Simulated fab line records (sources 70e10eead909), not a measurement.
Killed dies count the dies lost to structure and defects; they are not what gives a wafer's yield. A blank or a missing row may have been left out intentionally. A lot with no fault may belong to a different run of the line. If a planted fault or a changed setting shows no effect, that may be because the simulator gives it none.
fab line records + flow nand-harc + part 2 of 2: steps 21 to 28 of 28
record:
- lots: 5
- wafers: 15
- last-day: 23
route steps=1159 shown A_CONTACT@851
lots with no fault: from the same line, run without faults
start-h: the number of hours between the record's first day and the start of the first shown wafer of the lot + wait-h: how many hours have passed since the lot's step before this one + " the same as in the row above + L1.1+2: one row covering several wafers at once + - no value, or no start given + * or withheld: withheld + < > ~ a bound
route shown NAME@n: a module of which the file shows steps, and the number in the route of the first + usual: the fault-free wafers' mean and standard deviation + same: alike in all rows + chamber/n: place in a boat + sites: the reading at each site + _std_site: their standard deviation + _edge_site: mean of outer sites minus mean of inner sites + radius-mm: for every site, how far away it sits from the centre of the wafer + mask NAME#n: copy n + behind: the tool/chamber that last shaped the wafer + hold: reason for holding the lot/hours on hold/outcome of the hold + device: the n, p or np transistor that did not switch + end of line: tests run on the same wafers once the route is complete + where a step has no rows: the recipe by itself + killed: the dies lost at the first sort to structure and to defects; this is not the yield of the wafer + map: shows each die of a wafer: x if killed, . if not, _ if none is there
set.NAME: setting as actually run; set.NAME@STEP: the setting as run at that earlier step + model.NAME: the simulator's own value behind a step, which no gauge read
a table for each step, a row for each wafer; lots at some steps of the route
services: a tool's chamber out of use, with start hour (start-h, from the record's first day; less than 0 if before it), hours out, and reason
== steps ==
step: NHARC_A_CONTACT_ETCH_120
recipe:
- source-w: withheld
- pressure-mtorr: 20
- bias-v: 3000
- time-s: 94
- target-depth-a: 9220
- ar-flow-sccm: withheld
- c4f8-flow-sccm: withheld
- o2-flow-sccm: withheld
- chemistry: C4F8/O2/Ar
| lot.wafer | tool            | chamber | start-h | wait-h | rf-hours-counter-h |
|-----------|-----------------|---------|---------|--------|--------------------|
| L076.1    | har-cap-etch-03 | 0       | 380.77  | 0.1    | 83                 |
| L076.4    | "               | 1       | "       | "      | -                  |
| L076.5    | "               | 0       | "       | "      | -                  |
| L077.4    | har-cap-etch-02 | 0       | 381.60  | 0.1    | -                  |
| L077.6    | "               | 0       | "       | "      | -                  |
| L077.5    | "               | 1       | "       | "      | -                  |
| L078.2    | har-cap-etch-02 | 0       | 387.50  | 0.1    | 13                 |
| L078.3    | "               | 0       | "       | "      | -                  |
| L078.5    | "               | 1       | "       | "      | -                  |
| L083.1    | har-cap-etch-03 | 0       | 439.05  | 0.1    | 94                 |
| L083.2    | "               | 1       | "       | "      | 94                 |
| L083.3    | "               | 1       | "       | "      | -                  |
| L094.4    | har-cap-etch-01 | 1       | 481.47  | 0.1    | -                  |
| L094.6    | "               | 0       | "       | "      | -                  |
| L094.5    | "               | 1       | "       | "      | -                  |
step: NHARC_A_CONTACT_ETCH_121
recipe:
- source-w: withheld
- pressure-mtorr: 20
- bias-v: 3000
- time-s: 94
- target-depth-a: 9220
- ar-flow-sccm: withheld
- c4f8-flow-sccm: withheld
- o2-flow-sccm: withheld
- chemistry: C4F8/O2/Ar
| lot.wafer | tool            | chamber | start-h | wait-h | rf-hours-counter-h |
|-----------|-----------------|---------|---------|--------|--------------------|
| L076.1    | har-cap-etch-03 | 0       | 380.86  | 0.1    | 83                 |
| L076.4    | "               | 1       | "       | "      | -                  |
| L076.5    | "               | 0       | "       | "      | -                  |
| L077.4    | har-cap-etch-02 | 0       | 381.69  | 0.1    | -                  |
| L077.6    | "               | 0       | "       | "      | -                  |
| L077.5    | "               | 1       | "       | "      | -                  |
| L078.2    | har-cap-etch-02 | 0       | 387.62  | 0.1    | 13                 |
| L078.3    | "               | 0       | "       | "      | -                  |
| L078.5    | "               | 1       | "       | "      | -                  |
| L083.1    | har-cap-etch-03 | 0       | 439.14  | 0.1    | 95                 |
| L083.2    | "               | 1       | "       | "      | 95                 |
| L083.3    | "               | 1       | "       | "      | -                  |
| L094.4    | har-cap-etch-01 | 1       | 481.56  | 0.1    | -                  |
| L094.6    | "               | 0       | "       | "      | -                  |
| L094.5    | "               | 1       | "       | "      | -                  |
step: NHARC_A_CONTACT_ETCH_122
recipe:
- source-w: withheld
- pressure-mtorr: 20
- bias-v: 3000
- time-s: 95
- target-depth-a: 9300
- ar-flow-sccm: withheld
- c4f8-flow-sccm: withheld
- o2-flow-sccm: withheld
- chemistry: C4F8/O2/Ar
| lot.wafer | tool            | chamber | start-h | wait-h | rf-hours-counter-h |
|-----------|-----------------|---------|---------|--------|--------------------|
| L076.1    | har-cap-etch-03 | 0       | 380.95  | 0.1    | 83                 |
| L076.4    | "               | 1       | "       | "      | -                  |
| L076.5    | "               | 0       | "       | "      | -                  |
| L077.4    | har-cap-etch-02 | 0       | 381.78  | 0.1    | -                  |
| L077.6    | "               | 0       | "       | "      | -                  |
| L077.5    | "               | 1       | "       | "      | -                  |
| L078.2    | har-cap-etch-02 | 0       | 387.75  | 0.1    | 13                 |
| L078.3    | "               | 0       | "       | "      | -                  |
| L078.5    | "               | 1       | "       | "      | -                  |
| L083.1    | har-cap-etch-03 | 0       | 439.23  | 0.1    | 95                 |
| L083.2    | "               | 1       | "       | "      | 95                 |
| L083.3    | "               | 1       | "       | "      | -                  |
| L094.4    | har-cap-etch-01 | 1       | 481.65  | 0.1    | -                  |
| L094.6    | "               | 0       | "       | "      | -                  |
| L094.5    | "               | 1       | "       | "      | -                  |
step: NHARC_A_CONTACT_ETCH_123
recipe:
- source-w: withheld
- pressure-mtorr: 20
- bias-v: 400
- time-s: 253
- target-depth-a: 10900
- ar-flow-sccm: withheld
- c4f8-flow-sccm: 11.5
- o2-flow-sccm: 7.2
- chemistry: C4F8/O2/Ar
| lot.wafer | tool            | chamber | start-h | wait-h | rf-hours-counter-h |
|-----------|-----------------|---------|---------|--------|--------------------|
| L076.1    | har-cap-etch-03 | 0       | 381.05  | 0.1    | 83                 |
| L076.4    | "               | 1       | "       | "      | -                  |
| L076.5    | "               | 0       | "       | "      | -                  |
| L077.4    | har-cap-etch-02 | 0       | 381.95  | 0.2    | -                  |
| L077.6    | "               | 0       | "       | "      | -                  |
| L077.5    | "               | 1       | "       | "      | -                  |
| L078.2    | har-cap-etch-02 | 0       | 387.92  | 0.2    | 13                 |
| L078.3    | "               | 0       | "       | "      | -                  |
| L078.5    | "               | 1       | "       | "      | -                  |
| L083.1    | har-cap-etch-03 | 0       | 439.32  | 0.1    | 95                 |
| L083.2    | "               | 1       | "       | "      | 95                 |
| L083.3    | "               | 1       | "       | "      | -                  |
| L094.4    | har-cap-etch-01 | 1       | 481.86  | 0.2    | -                  |
| L094.6    | "               | 0       | "       | "      | -                  |
| L094.5    | "               | 1       | "       | "      | -                  |
step: NHARC_A_CONTACT_ETCH_90
recipe:
- target-depth-a: 400
- over-etch-frac: 0.5
- time-s: 85.7
- ion-energy-ev: 120
- ch3f-flow-sccm: 50
- o2-flow-sccm: 30
- ar-flow-sccm: 200
- rf-w: 500
- bias-w: 100
- chemistry: CH3F/O2
usual:
- bias-w: 99.97/0.29
- drypump-motor-current-A: 5.6/0.52
- oes-product-au: 0.96/0.036
- rf-vpp-V: 244.0/1.4
- showerhead-plenum-p-Torr: 2.43/0.084
- throttle-valve-pct: 20.664/0.0097
| lot.wafer | tool        | chamber | start-h | wait-h | bias-w | drypump-motor-current-A | oes-product-au | rf-hours-counter-h | rf-vpp-V | showerhead-plenum-p-Torr | throttle-valve-pct |
|-----------|-------------|---------|---------|--------|--------|-------------------------|----------------|--------------------|----------|--------------------------|--------------------|
| L076.1    | rie-diel-03 | 3       | 381.68  | 0.6    | 100.13 | 6.0                     | 0.94           | 64                 | 244.4    | 2.42                     | 20.660             |
| L076.4    | "           | 0       | "       | "      | 99.85  | 5.1                     | 0.95           | 62                 | 244.9    | 2.43                     | 20.672             |
| L076.5    | "           | 2       | "       | "      | 100.39 | 5.2                     | 0.92           | -                  | 245.5    | 2.52                     | 20.679             |
| L077.4    | rie-diel-10 | 0       | 382.48  | 0.5    | 100.13 | 5.3                     | 0.94           | 6                  | 245.5    | 2.52                     | 20.660             |
| L077.5    | "           | 1       | "       | "      | 100.33 | 6.7                     | 0.94           | -                  | 243.1    | 2.40                     | 20.667             |
| L077.6    | "           | 2       | "       | "      | 100.15 | 5.3                     | 0.94           | -                  | 241.5    | 2.29                     | 20.662             |
| L078.2    | rie-diel-10 | 0       | 388.57  | 0.6    | 99.23  | 5.3                     | 0.98           | 7                  | 245.9    | 2.52                     | 20.666             |
| L078.3    | "           | 2       | "       | "      | 99.67  | 5.3                     | 0.99           | 5                  | 242.9    | 2.28                     | 20.664             |
| L078.5    | "           | 1       | "       | "      | 100.46 | 6.8                     | 0.99           | -                  | 243.5    | 2.40                     | 20.684             |
| L083.1    | rie-diel-10 | 0       | 439.92  | 0.5    | 99.92  | 5.3                     | 0.94           | 14                 | 245.7    | 2.52                     | 20.652             |
| L083.2    | "           | 1       | "       | "      | 100.33 | 6.7                     | 0.93           | 16                 | 244.4    | 2.40                     | 20.666             |
| L083.3    | "           | 2       | "       | "      | 100.25 | 5.3                     | 0.95           | 15                 | 241.6    | 2.28                     | 20.674             |
| L094.4    | rie-diel-10 | 3       | 482.31  | 0.4    | 99.96  | 5.5                     | 0.93           | 24                 | 242.4    | 2.32                     | 20.667             |
| L094.5    | "           | 3       | "       | "      | 99.88  | 5.5                     | 0.93           | -                  | 241.5    | 2.32                     | 20.666             |
| L094.6    | "           | 0       | "       | "      | 99.49  | 5.3                     | 0.95           | -                  | 246.2    | 2.52                     | 20.656             |
step: NHARC_A_CONTACT_ETCH_96
recipe:
- target-depth-a: 200
- over-etch-frac: 0.5
- time-s: 10
- ion-energy-ev: 250
- c4f6-flow-sccm: 25
- o2-flow-sccm: 20
- ar-flow-sccm: 500
- rf-w: 600
- bias-w: 500
- chemistry: C4F6/O2
usual:
- bias-w: 500.1/1.4
- drypump-motor-current-A: 5.6/0.51
- oes-product-au: 0.979/0.026
- rf-vpp-V: 546.0/2.8
- showerhead-plenum-p-Torr: 3.88/0.13
- throttle-valve-pct: 26.904/0.0095
| lot.wafer | tool        | chamber | start-h | wait-h | bias-w | drypump-motor-current-A | oes-product-au | rf-hours-counter-h | rf-vpp-V | showerhead-plenum-p-Torr | throttle-valve-pct |
|-----------|-------------|---------|---------|--------|--------|-------------------------|----------------|--------------------|----------|--------------------------|--------------------|
| L076.4    | rie-diel-03 | 3       | -       | -      | 499.8  | 6.1                     | 1.002          | 64                 | 545.0    | 3.86                     | 26.906             |
| L076.1    | "           | 1       | "       | "      | 500.2  | 4.9                     | 0.970          | 57                 | 548.3    | 3.97                     | 26.911             |
| L076.5    | "           | 3       | "       | "      | 498.5  | 6.1                     | 0.991          | -                  | 544.8    | 3.86                     | 26.899             |
| L077.4    | rie-diel-10 | 2       | -       | -      | 497.7  | 5.3                     | 0.979          | 4                  | 540.0    | 3.66                     | 26.909             |
| L077.6    | "           | 3       | "       | "      | 500.8  | 5.6                     | 0.941          | -                  | 542.5    | 3.73                     | 26.894             |
| L077.5    | "           | 0       | "       | "      | 499.8  | 5.3                     | 0.961          | -                  | 548.3    | 4.02                     | 26.905             |
| L078.3    | rie-diel-10 | 0       | -       | -      | 500.2  | 5.3                     | 1.002          | 7                  | 549.1    | 4.02                     | 26.912             |
| L078.2    | "           | 2       | "       | "      | 501.1  | 5.4                     | 0.986          | 5                  | 541.9    | 3.66                     | 26.903             |
| L078.5    | "           | 3       | "       | "      | 502.8  | 5.5                     | 0.984          | -                  | 541.3    | 3.72                     | 26.904             |
| L083.2    | rie-diel-10 | 3       | -       | -      | 500.3  | 5.5                     | 0.933          | 15                 | 541.8    | 3.72                     | 26.903             |
| L083.1    | "           | 1       | "       | "      | 500.3  | 6.8                     | 0.960          | 16                 | 545.7    | 3.83                     | 26.912             |
| L083.3    | "           | 2       | "       | "      | 501.9  | 5.4                     | 0.955          | 15                 | 541.6    | 3.66                     | 26.900             |
| L094.4    | rie-diel-10 | 3       | -       | -      | 501.0  | 5.5                     | 0.935          | 24                 | 541.0    | 3.71                     | 26.899             |
| L094.6    | "           | 2       | "       | "      | 498.1  | 5.4                     | 0.949          | -                  | 540.0    | 3.65                     | 26.898             |
| L094.5    | "           | 3       | "       | "      | 500.2  | 5.5                     | 0.939          | -                  | 542.8    | 3.71                     | 26.920             |
step: NHARC_A_CONTACT_CD_MEAS_53
usual:
- cd-nm: 189.6/0.89
| lot.wafer | tool      | chamber | start-h | wait-h | cd-nm |
|-----------|-----------|---------|---------|--------|-------|
| L076.1    | cd-sem-02 | -       | 381.89  | -      | 189.6 |
| L076.4    | "         | -       | "       | "      | 189.6 |
| L076.5    | "         | -       | "       | "      | 189.9 |
| L077.4    | cd-sem-02 | -       | 382.67  | -      | 189.0 |
| L077.5    | "         | -       | "       | "      | 188.5 |
| L077.6    | "         | -       | "       | "      | 189.2 |
| L078.2    | cd-sem-02 | -       | 388.80  | -      | 189.4 |
| L078.3    | "         | -       | "       | "      | 189.4 |
| L078.5    | "         | -       | "       | "      | 188.6 |
| L083.1    | cd-sem-02 | -       | 440.14  | -      | 189.4 |
| L083.2    | "         | -       | "       | "      | 187.7 |
| L083.3    | "         | -       | "       | "      | 187.5 |
| L094.4    | cd-sem-01 | -       | 482.53  | -      | 189.0 |
| L094.5    | "         | -       | "       | "      | 189.1 |
| L094.6    | "         | -       | "       | "      | 188.9 |
step: NHARC_A_CONTACT_STRIP_99
recipe:
- n2-flow-sccm: 150
- h2-flow-sccm: 150
- ar-flow-sccm: 0
- bias-w: 0
- chemistry: N2/H2
| lot.wafer  | tool        | chamber | start-h | wait-h |
|------------|-------------|---------|---------|--------|
| L076.1+4+5 | rie-diel-03 | 0,2,1   | 382.00  | 0.1    |
| L077.4+6+5 | rie-diel-10 | 2,0,1   | 382.75  | 0.1    |
| L078.3+2+5 | rie-diel-10 | 1,2,0   | 388.94  | 0.1    |
| L083.1+2+3 | rie-diel-10 | 3,0,1   | 440.22  | 0.1    |
| L094.4+6+5 | rie-diel-10 | 3,0,1   | 482.63  | 0.1    |
== services ==
| tool            | chamber | start-h | hours | kind                          |
|-----------------|---------|---------|-------|-------------------------------|
| arfi-scanner-02 | -       | 359.64  | 0.3   | repair                        |
| rie-diel-10     | 0       | 362.64  | -     | clean                         |
| rie-diel-10     | 1       | 362.64  | -     | clean                         |
| rie-diel-10     | 2       | 362.64  | -     | clean                         |
| rie-diel-10     | 3       | 362.64  | -     | clean                         |
| rie-diel-10     | 3       | 362.64  | -     | consumable-replace:focus-ring |
| arfi-scanner-03 | -       | 365.66  | 1.1   | repair                        |
| arfi-scanner-01 | -       | 368.00  | 4.0   | pm                            |
| arfi-scanner-02 | -       | 370.86  | 1.8   | repair                        |
| arfi-scanner-01 | -       | 379.43  | 0.3   | repair                        |
| rie-diel-12     | -       | 379.86  | 9.0   | pm                            |
| rie-diel-10     | 0       | 387.14  | -     | clean                         |
| rie-diel-10     | 1       | 387.14  | -     | clean                         |
| rie-diel-10     | 2       | 387.14  | -     | clean                         |
| rie-diel-10     | 3       | 387.14  | -     | clean                         |
| rie-diel-03     | -       | 392.39  | 9.0   | pm                            |
| arfi-scanner-03 | -       | 400.01  | 0.5   | repair                        |
| rie-diel-10     | 0       | 411.64  | -     | clean                         |
| rie-diel-10     | 0       | 425.60  | 8.0   | repair                        |
| arfi-scanner-02 | -       | 428.01  | 4.0   | pm                            |
| litho-track-01  | -       | 443.00  | 7.0   | pm                            |
| litho-track-06  | -       | 467.00  | 7.0   | pm                            |
| rie-diel-03     | -       | 473.82  | 0.5   | repair                        |
| rie-diel-10     | 2       | 474.83  | 1.8   | repair                        |
